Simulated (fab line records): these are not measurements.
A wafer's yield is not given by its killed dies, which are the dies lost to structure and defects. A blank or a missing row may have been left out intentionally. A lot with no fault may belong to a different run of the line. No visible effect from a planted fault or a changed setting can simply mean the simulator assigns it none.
Matching of chambers || flow n5-finfet || 4 sister chambers for N5_BEOL_M0_SAQP_SPACER1_ALD_98 on ald-sin-02
The step deposits SiO2, target thk 12.8 nm, pulse time 1 s, purge time 2 s. 16 wafers are shown with their chamber, then 8 later ones without.

WAFERS WITH THEIR CHAMBER
{"wafer": "L952.2", "chamber": 0, "heater-power-w (W)": 460, "precursor-pulse-height-rel": 0.974, "susceptor-temp-C (C)": 299.84}
{"wafer": "L952.3", "chamber": 1, "heater-power-w (W)": 433, "precursor-pulse-height-rel": 1.001, "susceptor-temp-C (C)": 300.12}
{"wafer": "L952.5", "chamber": 3, "heater-power-w (W)": 547, "precursor-pulse-height-rel": 1.006, "susceptor-temp-C (C)": 299.94}
{"wafer": "L954.1", "chamber": 3, "heater-power-w (W)": 577, "precursor-pulse-height-rel": 0.996, "susceptor-temp-C (C)": 300.21}
{"wafer": "L954.2", "chamber": 0, "heater-power-w (W)": 467, "precursor-pulse-height-rel": 0.982, "susceptor-temp-C (C)": 299.72}
{"wafer": "L954.5", "chamber": 3, "heater-power-w (W)": 552, "precursor-pulse-height-rel": 1.005, "susceptor-temp-C (C)": 299.77}
{"wafer": "L956.3", "chamber": 2, "heater-power-w (W)": 468, "precursor-pulse-height-rel": 1.005, "susceptor-temp-C (C)": 300.56}
{"wafer": "L956.4", "chamber": 3, "heater-power-w (W)": 569, "precursor-pulse-height-rel": 1.013, "susceptor-temp-C (C)": 299.84}
{"wafer": "L956.6", "chamber": 1, "heater-power-w (W)": 439, "precursor-pulse-height-rel": 0.990, "susceptor-temp-C (C)": 300.03}
{"wafer": "L961.1", "chamber": 1, "heater-power-w (W)": 440, "precursor-pulse-height-rel": 0.996, "susceptor-temp-C (C)": 300.06}
{"wafer": "L961.5", "chamber": 2, "heater-power-w (W)": 477, "precursor-pulse-height-rel": 1.003, "susceptor-temp-C (C)": 299.91}
{"wafer": "L961.6", "chamber": 3, "heater-power-w (W)": 570, "precursor-pulse-height-rel": 0.992, "susceptor-temp-C (C)": 299.88}
{"wafer": "L963.1", "chamber": 0, "heater-power-w (W)": 459, "precursor-pulse-height-rel": 0.980, "susceptor-temp-C (C)": 300.02}
{"wafer": "L963.3", "chamber": 3, "heater-power-w (W)": 549, "precursor-pulse-height-rel": 1.000, "susceptor-temp-C (C)": 300.27}
{"wafer": "L963.5", "chamber": 3, "heater-power-w (W)": 558, "precursor-pulse-height-rel": 0.982, "susceptor-temp-C (C)": 299.97}
{"wafer": "L964.1", "chamber": 1, "heater-power-w (W)": 442, "precursor-pulse-height-rel": 0.982, "susceptor-temp-C (C)": 300.05}

SIGNATURES (averages over the wafers above)
{"reading": "heater-power-w", "chamber 0": 462.00, "chamber 1": 438.50, "chamber 2": 472.50, "chamber 3": 560.29, "scatter within a chamber": 8.9}
{"reading": "precursor-pulse-height-rel", "chamber 0": 0.97867, "chamber 1": 0.99225, "chamber 2": 1.00400, "chamber 3": 0.99914, "scatter within a chamber": 0.0085}
{"reading": "susceptor-temp-C", "chamber 0": 299.8600, "chamber 1": 300.0650, "chamber 2": 300.2350, "chamber 3": 299.9829, "scatter within a chamber": 0.199}
Rule: a wafer lies at a distance from a chamber equal to the root of the sum of squares, over the readings, of (its reading less the chamber's mean, divided by the reading's scatter). The wafer belongs to the nearest chamber; if the next one is less than 2 further off, it can't be placed. The scatter is the square root of a quotient: the sum, over the shown wafers, of each reading's squared deviation from its chamber's mean, divided by wafers minus chambers.

WAFERS WITHOUT THEIR CHAMBER
{"wafer": "L964.2", "heater-power-w (W)": 470, "precursor-pulse-height-rel": 0.978, "susceptor-temp-C (C)": 300.18}
{"wafer": "L964.3", "heater-power-w (W)": 470, "precursor-pulse-height-rel": 0.985, "susceptor-temp-C (C)": 300.08}
{"wafer": "L970.1", "heater-power-w (W)": 429, "precursor-pulse-height-rel": 1.020, "susceptor-temp-C (C)": 299.75}
{"wafer": "L970.3", "heater-power-w (W)": 571, "precursor-pulse-height-rel": 1.006, "susceptor-temp-C (C)": 299.66}
{"wafer": "L970.5", "heater-power-w (W)": 430, "precursor-pulse-height-rel": 0.977, "susceptor-temp-C (C)": 299.92}
{"wafer": "L972.2", "heater-power-w (W)": 463, "precursor-pulse-height-rel": 1.030, "susceptor-temp-C (C)": 300.37}
{"wafer": "L972.3", "heater-power-w (W)": 567, "precursor-pulse-height-rel": 1.035, "susceptor-temp-C (C)": 299.93}
{"wafer": "L972.5", "heater-power-w (W)": 433, "precursor-pulse-height-rel": 1.022, "susceptor-temp-C (C)": 299.92}

WHICH CHAMBER EACH ONE RAN IN
{"wafer": "L964.2", "from the rows above": "can't be placed: 0 or 2", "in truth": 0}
{"wafer": "L964.3", "from the rows above": "can't be placed: 0 or 2", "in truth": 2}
{"wafer": "L970.1", "from the rows above": "can't be placed: 1 or 2", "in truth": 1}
{"wafer": "L970.3", "from the rows above": 3, "in truth": 3}
{"wafer": "L970.5", "from the rows above": "can't be placed: 1 or 0", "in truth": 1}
{"wafer": "L972.2", "from the rows above": 2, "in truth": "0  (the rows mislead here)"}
{"wafer": "L972.3", "from the rows above": 3, "in truth": 3}
{"wafer": "L972.5", "from the rows above": "can't be placed: 1 or 2", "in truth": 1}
2 of 8 placed correctly. Not placeable from these rows: 5 (in 5, the candidates include the true chamber). Placed wrongly: 1.
